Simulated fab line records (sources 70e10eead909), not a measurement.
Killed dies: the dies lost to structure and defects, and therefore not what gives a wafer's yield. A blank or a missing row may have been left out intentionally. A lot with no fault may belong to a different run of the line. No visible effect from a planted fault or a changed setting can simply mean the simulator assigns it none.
Chamber matching | flow nand_harc | 4 sister chambers for NHARC_A_BLC_CMP_25 on cmp-01
The step polishes, t overpolish 30 s, target thk 150 nm. 4 wafers are shown with their chamber, then 9 later ones without.

## WAFERS, EACH WITH ITS CHAMBER
wafer  | chamber | motor_current_A (A)
L086.1 | 0       | 12.1
L089.2 | 2       | 12.0
L090.4 | 3       | 10.6
L090.5 | 1       | 11.8

## WAFERS WHOSE CHAMBER IS MISSING
wafer  | motor_current_A (A)
L093.1 | 12.0
L093.5 | 12.7
L093.6 | 10.6
L095.1 | 11.9
L095.3 | 12.9
L095.5 | 11.5
L097.1 | 12.1
L097.4 | 11.5
L097.6 | 11.0

## CHAMBER TAKEN BY EACH
wafer  | from the rows above               | in truth
L093.1 | can't be placed: 2 or 0 or 1      | 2
L093.5 | can't be placed: 0 or 2 or 1      | 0
L093.6 | 3                                 | 3
L095.1 | can't be placed: 1 or 2 or 0      | 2
L095.3 | can't be placed: 0 or 2 or 1      | 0
L095.5 | can't be placed: 1 or 2 or 0 or 3 | 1
L097.1 | can't be placed: 0 or 2 or 1      | 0
L097.4 | can't be placed: 1 or 2 or 0 or 3 | 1
L097.6 | can't be placed: 3 or 1 or 2 or 0 | 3
1 of 9 placed correctly. Can't be placed from these rows: 8 (the true chamber is among the candidates in 8). Number placed wrongly: 0.
How it was worked out, from the rows above alone: a wafer's distance from a chamber is the root of the sum, over the readings, of the square of ((its reading less the chamber's mean) divided by the reading's scatter). If the next closest chamber is less than 2 further off than the closest, the wafer can't be placed; otherwise it belongs to the closest. Each chamber's mean is taken over the wafers shown for it. The scatter: with one shown wafer a chamber, the root of the mean of the squares of how far each hidden wafer lies from its nearest shown one.
